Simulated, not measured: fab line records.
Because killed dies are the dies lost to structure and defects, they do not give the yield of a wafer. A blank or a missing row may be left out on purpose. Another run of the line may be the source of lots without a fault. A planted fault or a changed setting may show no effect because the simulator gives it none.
fab line records -- flow nand_harc
record lots=6, wafers=18, last_day=33
route steps=1302 shown A_CONTACT@1103 A_BLC@1107
lots that met no fault: from a run of the same line without faults
start_h: hours from the record's first day to the start of the lot's first wafer shown -- wait_h: how many hours have passed since the lot's step before this one -- " as in the row above -- L1.1+2: a single row standing in for several wafers -- - either no value or no given start -- * or withheld: withheld -- < > ~ a bound
route shown NAME@n: NAME is a module with steps in the file, n the number in the route of the first one -- usual: mean/standard deviation taken from wafers without a fault -- same: alike in all rows -- chamber/n: place in a boat -- sites: each site's reading -- _std_site: the standard deviation of these -- _edge_site: inner sites' mean taken away from outer sites' mean -- radius_mm: how far each site lies from the wafer's centre -- mask NAME#n: copy n -- behind: tool/chamber where the wafer was last shaped -- hold: why the lot was held/for how many hours/how that ended -- device: names the non-switching transistor (n, p or np) -- end of line: tests of these same wafers at the route's end -- a step without rows: its recipe alone -- killed: not the wafer's yield, but the dies lost to structure and defects at the first sort -- map: shows each die of a wafer: x if killed, . if not, _ if none is there
set.NAME: the setting the step ran with; set.NAME@STEP: the setting that earlier step ran with -- model.NAME: the simulator's own value behind a step, which no gauge read
certain route steps with their lots: each step a table, each wafer a row
services: from which hour (start_h, from the record's first day; less than 0 if before it) a tool's chamber was out of use, for how many hours, and why
## steps
# step NHARC_A_CONTACT_CMP_20
# recipe t_overpolish_s=30, target_thk_nm=300
# usual motor_current_A=11.9/1.1, overpolish_run_s=30.000/0.0092, time_to_endpoint_s=61/5.2
lot.wafer,tool,chamber,start_h,wait_h,motor_current_A,overpolish_run_s,time_to_endpoint_s
L779.2,cmp-03,1,526.18,0.7,11.4,30.011,66
L779.6,cmp-03,3,526.18,0.7,9.9,30.018,59
L779.5,cmp-03,0,526.18,0.7,11.1,30.014,62
L786.4,cmp-01,0,595.05,0.5,12.5,29.999,54
L786.3,cmp-01,2,595.05,0.5,13.1,29.996,65
L786.5,cmp-01,3,595.05,0.5,13.0,30.001,49
L796.2,cmp-03,3,706.02,0.8,10.1,29.999,61
L796.1,cmp-03,1,706.02,0.8,12.4,30.001,63
L796.6,cmp-03,3,706.02,0.8,9.8,29.992,64
L798.2,cmp-03,1,720.10,0.7,11.6,29.989,66
L798.5,cmp-03,0,720.10,0.7,11.3,30.003,65
L798.6,cmp-03,1,720.10,0.7,11.4,29.995,67
L800.2,cmp-01,0,735.02,0.6,13.2,30.013,61
L800.4,cmp-01,2,735.02,0.6,12.1,30.002,69
L800.6,cmp-01,0,735.02,0.6,12.1,29.987,63
L801.1,cmp-01,3,749.26,0.8,12.3,29.991,58
L801.6,cmp-01,3,749.26,0.8,11.5,29.996,60
L801.5,cmp-01,0,749.26,0.8,13.3,30.000,64
# step NHARC_A_CONTACT_SRD_22
# step NHARC_A_CONTACT_INSPECT_23
# usual raw_defect_count=489/110
lot.wafer,tool,chamber,start_h,wait_h,raw_defect_count
L779.2,defect_inspect-02,-,526.53,0.1,726
L779.5,defect_inspect-02,-,526.53,0.1,469
L779.6,defect_inspect-02,-,526.53,0.1,456
L786.3,defect_inspect-01,-,595.43,0.1,774
L786.4,defect_inspect-01,-,595.43,0.1,365
L786.5,defect_inspect-01,-,595.43,0.1,499
L796.1,defect_inspect-01,-,706.39,0.1,460
L796.2,defect_inspect-01,-,706.39,0.1,385
L796.6,defect_inspect-01,-,706.39,0.1,608
L798.2,defect_inspect-01,-,720.47,0.1,324
L798.5,defect_inspect-01,-,720.47,0.1,403
L798.6,defect_inspect-01,-,720.47,0.1,360
L800.2,defect_inspect-01,-,735.43,0.1,512
L800.4,defect_inspect-01,-,735.43,0.1,660
L800.6,defect_inspect-01,-,735.43,0.1,567
L801.1,defect_inspect-01,-,749.67,0.1,570
L801.5,defect_inspect-01,-,749.67,0.1,579
L801.6,defect_inspect-01,-,749.67,0.1,608
# step NHARC_A_BLC_DEHYDRATE_00
# recipe temp_c=150, time_s=120
# step NHARC_A_BLC_HMDS_01
# recipe time_s=30
# step NHARC_A_BLC_COAT_02
# recipe temp_c=260, time_s=75
# step NHARC_A_BLC_COAT_03
# recipe temp_c=225, time_s=65
# step NHARC_A_BLC_COAT_04
# recipe spin_rpm=1500, resist_thk_nm=90
# step NHARC_A_BLC_SOFTBAKE_05
# recipe temp_c=105, time_s=55
# step NHARC_A_BLC_EBR_06
# step NHARC_A_BLC_EXPOSE_07
# recipe na=1.35, target_cd_nm=100, dose_mj=67.97, mask_id=A_BLC
# step NHARC_A_BLC_PEB_08
# recipe peb_temp_c=100, peb_time_s=65
# usual heater_power_total_W=156.7/0.42
lot.wafer,tool,chamber,start_h,wait_h,heater_power_total_W
L779.2,litho_track-01,0,526.96,0.1,156.2
L779.5,litho_track-01,0,526.96,0.1,157.2
L779.6,litho_track-01,0,526.96,0.1,156.2
L786.3,litho_track-04,0,595.86,0.0,156.9
L786.4,litho_track-04,0,595.86,0.0,157.2
L786.5,litho_track-04,0,595.86,0.0,157.2
L796.1,litho_track-04,0,706.82,0.1,156.8
L796.2,litho_track-04,0,706.82,0.1,156.1
L796.6,litho_track-04,0,706.82,0.1,156.2
L798.2,litho_track-01,0,720.90,0.1,157.2
L798.5,litho_track-01,0,720.90,0.1,156.2
L798.6,litho_track-01,0,720.90,0.1,155.9
L800.2,litho_track-04,0,735.86,0.1,157.0
L800.4,litho_track-04,0,735.86,0.1,156.8
L800.6,litho_track-04,0,735.86,0.1,156.8
L801.1,litho_track-01,0,750.10,0.1,156.9
L801.5,litho_track-01,0,750.10,0.1,156.4
L801.6,litho_track-01,0,750.10,0.1,156.1
# step NHARC_A_BLC_DEVELOP_09
# recipe develop_time_s=35, dev_temp_c=23
# step NHARC_A_BLC_CD_MEAS_10
# recipe target_cd_nm=100, landing_energy_ev=500
# usual cd_nm=100.1/0.73
lot.wafer,tool,chamber,start_h,wait_h,cd_nm
L779.2,cd_sem-03,0,527.04,-,101.5
L779.5,cd_sem-03,0,527.04,-,100.5
L779.6,cd_sem-03,0,527.04,-,100.7
L786.3,cd_sem-03,0,595.94,-,100.0
L786.4,cd_sem-03,0,595.94,-,100.3
L786.5,cd_sem-03,0,595.94,-,99.4
L796.1,cd_sem-02,0,706.90,-,118.4
L796.2,cd_sem-02,0,706.90,-,119.5
L796.6,cd_sem-02,0,706.90,-,118.3
L798.2,cd_sem-01,0,720.98,-,100.3
L798.5,cd_sem-01,0,720.98,-,100.8
L798.6,cd_sem-01,0,720.98,-,100.7
L800.2,cd_sem-02,0,735.94,-,118.2
L800.4,cd_sem-02,0,735.94,-,118.8
L800.6,cd_sem-02,0,735.94,-,118.5
L801.1,cd_sem-01,0,750.18,-,100.0
L801.5,cd_sem-01,0,750.18,-,101.1
L801.6,cd_sem-01,0,750.18,-,99.7
# step NHARC_A_BLC_OVL_MEAS_11
# usual overlay_x_nm=-0.2/0.95, overlay_y_nm=0.1/0.72
lot.wafer,tool,chamber,start_h,wait_h,overlay_x_nm,overlay_y_nm
L779.2,overlay-01,-,527.13,-,-0.2,-0.6
L779.5,overlay-01,-,527.13,-,0.1,-1.6
L779.6,overlay-01,-,527.13,-,0.0,-1.3
L786.3,overlay-02,-,596.03,-,-2.0,1.3
L786.4,overlay-02,-,596.03,-,-2.2,1.6
L786.5,overlay-02,-,596.03,-,-2.0,0.6
L796.1,overlay-01,-,706.99,-,0.3,0.8
L796.2,overlay-01,-,706.99,-,0.2,0.1
L796.6,overlay-01,-,706.99,-,-0.2,0.5
L798.2,overlay-01,-,721.07,-,0.7,1.2
L798.5,overlay-01,-,721.07,-,1.0,1.0
L798.6,overlay-01,-,721.07,-,1.3,1.0
L800.2,overlay-01,-,736.03,-,-0.4,0.1
L800.4,overlay-01,-,736.03,-,-0.2,0.1
L800.6,overlay-01,-,736.03,-,-0.2,0.8
L801.1,overlay-02,-,750.27,-,-2.6,0.4
L801.5,overlay-02,-,750.27,-,-2.3,0.9
L801.6,overlay-02,-,750.27,-,-2.3,0.5
# step NHARC_A_BLC_INSPECT_12
# usual raw_defect_count=85/44
lot.wafer,tool,chamber,start_h,wait_h,raw_defect_count
L779.2,defect_inspect-02,-,527.16,0.0,56
L779.5,defect_inspect-02,-,527.16,0.0,63
L779.6,defect_inspect-02,-,527.16,0.0,70
L786.3,defect_inspect-02,-,596.06,0.0,103
L786.4,defect_inspect-02,-,596.06,0.0,94
L786.5,defect_inspect-02,-,596.06,0.0,87
L796.1,defect_inspect-01,-,707.03,0.0,23
L796.2,defect_inspect-01,-,707.03,0.0,30
L796.6,defect_inspect-01,-,707.03,0.0,29
L798.2,defect_inspect-02,-,721.11,0.0,96
L798.5,defect_inspect-02,-,721.11,0.0,98
L798.6,defect_inspect-02,-,721.11,0.0,104
L800.2,defect_inspect-01,-,736.06,0.0,93
L800.4,defect_inspect-01,-,736.06,0.0,84
L800.6,defect_inspect-01,-,736.06,0.0,103
L801.1,defect_inspect-01,-,750.30,0.0,69
L801.5,defect_inspect-01,-,750.30,0.0,52
L801.6,defect_inspect-01,-,750.30,0.0,67
# step NHARC_A_BLC_DESCUM_15
# recipe time_s=3, o2_flow_sccm=200, ar_flow_sccm=0, bias_power_w=0, chemistry=O2
# usual drypump_motor_current_A=5.7/0.36, oes_product_au=1.007/0.015, rf_vpp_V=57.7/0.85, showerhead_plenum_p_Torr=1.88/0.079, throttle_valve_pct=11.310/0.0089
lot.wafer,tool,chamber,start_h,wait_h,drypump_motor_current_A,oes_product_au,rf_hours_counter_h,rf_vpp_V,showerhead_plenum_p_Torr,throttle_valve_pct,model.A_BLC.cd_nm
L779.2,rie_diel-04,2,527.22,0.1,6.0,1.002,11,58.0,1.91,11.302,101.2
L779.6,rie_diel-04,2,527.22,0.1,6.0,0.997,-,58.7,1.91,11.297,99.94
L779.5,rie_diel-04,3,527.22,0.1,6.4,1.024,-,58.7,1.89,11.307,100.2
L786.4,rie_diel-07,3,596.12,0.1,5.8,1.020,8,56.7,1.78,11.307,101.6
L786.3,rie_diel-07,1,596.12,0.1,5.3,0.987,8,57.0,1.90,11.300,100.2
L786.5,rie_diel-07,0,596.12,0.1,5.1,1.023,-,57.7,2.01,11.312,98.25
L796.2,rie_diel-02,0,707.10,0.1,5.6,0.983,42,57.9,1.80,11.294,118.7
L796.1,rie_diel-02,2,707.10,0.1,5.6,0.987,38,58.5,1.77,11.305,119.2
L796.6,rie_diel-02,0,707.10,0.1,5.6,0.988,-,56.5,1.80,11.303,117.4
L798.2,rie_diel-07,2,721.19,0.1,5.8,1.009,5,58.2,1.84,11.307,99.99
L798.5,rie_diel-07,3,721.19,0.1,5.8,1.021,-,57.0,1.78,11.307,101.5
L798.6,rie_diel-07,0,721.19,0.1,5.1,0.988,-,57.5,2.00,11.325,99.98
L800.2,rie_diel-07,3,736.12,0.1,5.8,1.009,7,56.8,1.78,11.312,119.3
L800.4,rie_diel-07,2,736.12,0.1,5.8,1.022,7,57.7,1.84,11.325,118.3
L800.6,rie_diel-07,3,736.12,0.1,5.8,1.020,-,58.1,1.78,11.315,119.7
L801.1,rie_diel-04,2,750.38,0.1,5.9,1.005,1,57.7,1.91,11.311,100.3
L801.5,rie_diel-04,0,750.38,0.1,5.6,0.973,-,57.9,1.82,11.308,100.9
L801.6,rie_diel-04,1,750.38,0.1,5.7,0.993,-,58.1,1.98,11.305,99.63
# step NHARC_A_BLC_ETCH_16
# recipe target_depth_a=390, over_etch_frac=0.3, time_s=65, ion_energy_ev=80, cf4_flow_sccm=150, ar_flow_sccm=0, rf_w=300, bias_w=100, chemistry=CF4
# usual drypump_motor_current_A=5.7/0.35, oes_product_au=1.009/0.015, rf_vpp_V=151.1/1.1, showerhead_plenum_p_Torr=1.74/0.067, throttle_valve_pct=13.286/0.0095
lot.wafer,tool,chamber,start_h,wait_h,drypump_motor_current_A,oes_product_au,rf_hours_counter_h,rf_vpp_V,showerhead_plenum_p_Torr,throttle_valve_pct
L779.2,rie_diel-04,0,527.33,0.1,5.6,0.999,10,149.8,1.69,13.284
L779.5,rie_diel-04,1,527.33,0.1,5.7,0.996,-,152.1,1.83,13.286
L779.6,rie_diel-04,2,527.33,0.1,5.9,0.983,-,151.6,1.77,13.289
L786.3,rie_diel-07,3,596.21,0.1,5.8,1.010,8,150.1,1.66,13.295
L786.4,rie_diel-07,1,596.21,0.1,5.3,0.988,8,152.1,1.76,13.295
L786.5,rie_diel-07,2,596.21,0.1,5.8,1.032,-,150.2,1.70,13.306
L796.2,rie_diel-02,1,707.18,0.1,6.1,0.994,41,152.1,1.85,13.293
L796.1,rie_diel-02,3,707.18,0.1,5.7,1.020,42,152.1,1.69,13.270
L796.6,rie_diel-02,0,707.18,0.1,5.6,0.994,-,151.1,1.67,13.288
L798.2,rie_diel-07,1,721.27,0.1,5.3,1.009,4,150.1,1.75,13.275
L798.6,rie_diel-07,2,721.27,0.1,5.7,1.015,-,150.3,1.70,13.284
L798.5,rie_diel-07,3,721.27,0.1,5.8,1.015,-,151.9,1.65,13.279
L800.4,rie_diel-07,1,736.22,0.1,5.3,1.036,6,151.6,1.75,13.299
L800.2,rie_diel-07,3,736.22,0.1,5.8,1.029,7,149.3,1.65,13.298
L800.6,rie_diel-07,0,736.22,0.1,5.0,1.003,-,150.7,1.84,13.276
L801.1,rie_diel-04,1,750.47,0.1,5.7,1.007,2,153.0,1.83,13.297
L801.6,rie_diel-04,2,750.47,0.1,6.0,1.010,-,152.4,1.77,13.280
L801.5,rie_diel-04,3,750.47,0.1,6.4,1.023,-,152.5,1.75,13.292
# step NHARC_A_BLC_ETCH_17
# recipe target_depth_a=3900, over_etch_frac=0.25, time_s=609.38, ion_energy_ev=200, n2_flow_sccm=150, h2_flow_sccm=150, ar_flow_sccm=0, rf_w=400, bias_w=150, chemistry=N2/H2
# usual drypump_motor_current_A=5.7/0.34, oes_product_au=1.009/0.015, rf_vpp_V=429.7/2.6, showerhead_plenum_p_Torr=2.01/0.089, throttle_valve_pct=14.173/0.009
lot.wafer,tool,chamber,start_h,wait_h,drypump_motor_current_A,oes_product_au,rf_hours_counter_h,rf_vpp_V,showerhead_plenum_p_Torr,throttle_valve_pct
L779.2,rie_diel-04,2,-,-,5.9,0.991,12,429.9,2.04,14.165
L779.5,rie_diel-04,0,-,-,5.6,1.001,-,428.3,1.94,14.174
L779.6,rie_diel-04,1,-,-,5.7,0.987,-,433.1,2.12,14.164
L786.3,rie_diel-07,3,-,-,5.8,1.019,8,426.2,1.90,14.176
L786.4,rie_diel-07,0,-,-,5.0,1.023,8,432.0,2.14,14.183
L786.5,rie_diel-07,3,-,-,5.8,1.017,-,426.6,1.90,14.191
L796.1,rie_diel-02,1,-,-,6.1,1.006,41,432.5,2.14,14.183
L796.2,rie_diel-02,2,-,-,5.6,0.993,38,426.2,1.89,14.182
L796.6,rie_diel-02,1,-,-,6.1,1.003,-,432.7,2.14,14.157
L798.2,rie_diel-07,0,-,-,5.0,0.992,5,432.2,2.14,14.155
L798.5,rie_diel-07,0,-,-,5.0,0.999,-,433.5,2.14,14.155
L798.6,rie_diel-07,1,-,-,5.3,1.014,-,430.3,2.02,14.179
L800.4,rie_diel-07,2,-,-,5.8,1.009,7,428.4,1.95,14.188
L800.2,rie_diel-07,1,-,-,5.3,1.018,6,430.4,2.02,14.185
L800.6,rie_diel-07,3,-,-,5.8,1.015,-,426.6,1.89,14.177
L801.1,rie_diel-04,3,-,-,6.4,1.002,2,431.6,2.02,14.175
L801.6,rie_diel-04,1,-,-,5.7,0.998,-,432.1,2.11,14.168
L801.5,rie_diel-04,2,-,-,6.0,1.000,-,430.5,2.04,14.172
# step NHARC_A_BLC_ETCH_18
# recipe target_depth_a=9100, c4f8_flow_sccm=20, o2_flow_sccm=10, ar_flow_sccm=withheld, rf_w=600, bias_w=1500, chemistry=C4F8/O2/Ar
# usual oes_product_au=0.963/0.026, rf_vpp_V=976/5.4
lot.wafer,tool,chamber,start_h,wait_h,oes_product_au,rf_hours_counter_h,rf_vpp_V,model.A_BLC.cd_nm
L779.2,rie_diel-04,1,-,-,0.978,10,982,98.28
L779.6,rie_diel-04,1,-,-,0.980,-,985,99.18
L779.5,rie_diel-04,2,-,-,0.927,-,979,97.05
L786.4,rie_diel-07,1,-,-,0.980,9,977,99.85
L786.3,rie_diel-07,2,-,-,1.007,9,973,102.3
L786.5,rie_diel-07,0,-,-,0.984,-,985,101.8
L796.1,rie_diel-02,3,-,-,0.942,42,972,121.2
L796.2,rie_diel-02,1,-,-,0.932,41,985,113.1
L796.6,rie_diel-02,0,-,-,0.922,-,969,123.1
L798.2,rie_diel-07,2,-,-,0.996,5,972,104.8
L798.6,rie_diel-07,3,-,-,0.981,-,970,102.8
L798.5,rie_diel-07,0,-,-,0.961,-,984,102.5
L800.4,rie_diel-07,0,-,-,0.921,7,981,117.8
L800.2,rie_diel-07,1,-,-,0.933,6,977,119.7
L800.6,rie_diel-07,2,-,-,0.943,-,975,120.5
L801.1,rie_diel-04,0,-,-,0.921,2,971,99.68
L801.5,rie_diel-04,1,-,-,0.962,-,984,101.3
L801.6,rie_diel-04,2,-,-,0.972,-,978,102.9
# step NHARC_A_BLC_CD_MEAS_19
# usual cd_nm=99.5/2.9
lot.wafer,tool,chamber,start_h,wait_h,cd_nm
L779.2,cd_sem-03,-,528.19,-,98.5
L779.5,cd_sem-03,-,528.19,-,97.1
L779.6,cd_sem-03,-,528.19,-,99.3
L786.3,cd_sem-03,-,597.09,-,102.7
L786.4,cd_sem-03,-,597.09,-,100.0
L786.5,cd_sem-03,-,597.09,-,101.8
L796.1,cd_sem-03,-,708.06,-,121.3
L796.2,cd_sem-03,-,708.06,-,112.8
L796.6,cd_sem-03,-,708.06,-,123.1
L798.2,cd_sem-03,-,722.14,-,105.0
L798.5,cd_sem-03,-,722.14,-,102.2
L798.6,cd_sem-03,-,722.14,-,103.1
L800.2,cd_sem-01,-,737.09,-,119.6
L800.4,cd_sem-01,-,737.09,-,117.5
L800.6,cd_sem-01,-,737.09,-,120.1
L801.1,cd_sem-01,-,751.32,-,99.6
L801.5,cd_sem-01,-,751.32,-,101.4
L801.6,cd_sem-01,-,751.32,-,102.7
## services
tool,chamber,start_h,hours,kind
litho_track-01,-,505.00,7.0,pm
rie_diel-07,-,514.60,0.6,repair
rie_diel-04,0,515.16,2.3,repair
rie_diel-04,-,531.90,9.0,pm
litho_track-04,-,553.00,7.0,pm
cmp-03,-,554.14,4.0,pm
rie_diel-04,-,562.52,0.2,repair
rie_diel-02,0,570.31,8.6,repair
rie_diel-02,-,570.87,9.0,pm
cmp-01,-,577.72,4.0,pm
rie_diel-07,2,610.49,10.9,repair
cmp-03,-,612.83,3.1,repair
rie_diel-04,2,634.84,13.5,repair
cmp-01,-,637.66,2.3,repair
rie_diel-02,2,640.28,9.2,repair
rie_diel-07,-,648.41,9.0,pm
cmp-03,-,652.14,4.0,pm
cmp-01,-,675.72,4.0,pm
litho_track-01,-,680.00,7.0,pm
rie_diel-07,-,692.33,1.1,repair
rie_diel-04,-,708.90,9.0,pm
rie_diel-02,3,717.55,6.1,repair
litho_track-04,-,728.00,7.0,pm
rie_diel-02,-,750.30,9.0,pm
## key
first_sign step=NHARC_A_BLC_CD_MEAS_10, reading=cd_nm, direction=up, sigmas=25, usual=100.1, struck=118.6
effect step=NHARC_A_BLC_CD_MEAS_19, reading=cd_nm, direction=up, sigmas=6.7, usual=99.5, struck=119.1
model_effect step=NHARC_A_BLC_DESCUM_15, value=A_BLC.cd_nm, without=100.1, struck=118.8
model_effect step=NHARC_A_BLC_ETCH_18, value=A_BLC.cd_nm, without=100.6, struck=119.2
met_at NHARC_A_BLC_PEB_08
struck_wafers L796.1,L796.2,L796.6,L800.2,L800.4,L800.6
later_rows_left_out L796.1,L796.6,L800.2,L800.4,L800.6
sort_left_out L796.1,L796.2,L796.6,L800.2,L800.4,L800.6
tester_left_out L796,L800
onset_between 595.86 706.82
fault kind=process_parameter_drift, tool=litho_track-04, chamber=-, onset_h=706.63, steps=NHARC_A_BLC_PEB_08, channel=peb_time_s, offset=*, shape=step, end_h=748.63, acts_in=*, stated=*
# tester_left_out: of these lots the tester's yield and bins aren't shown, on N5 and GAA mostly nor the transistor test; their killed dies are dies lost to structure and defects alone, not to doping, threshold or leakage, so they don't give the yield
# sort_left_out: the simulated sort isn't trusted on such a fault, so these wafers' sort isn't shown, and their yield isn't known
# later_rows_left_out: the simulator's readings of these wafers behind a module that went badly wrong aren't trusted and aren't shown, but for the sort
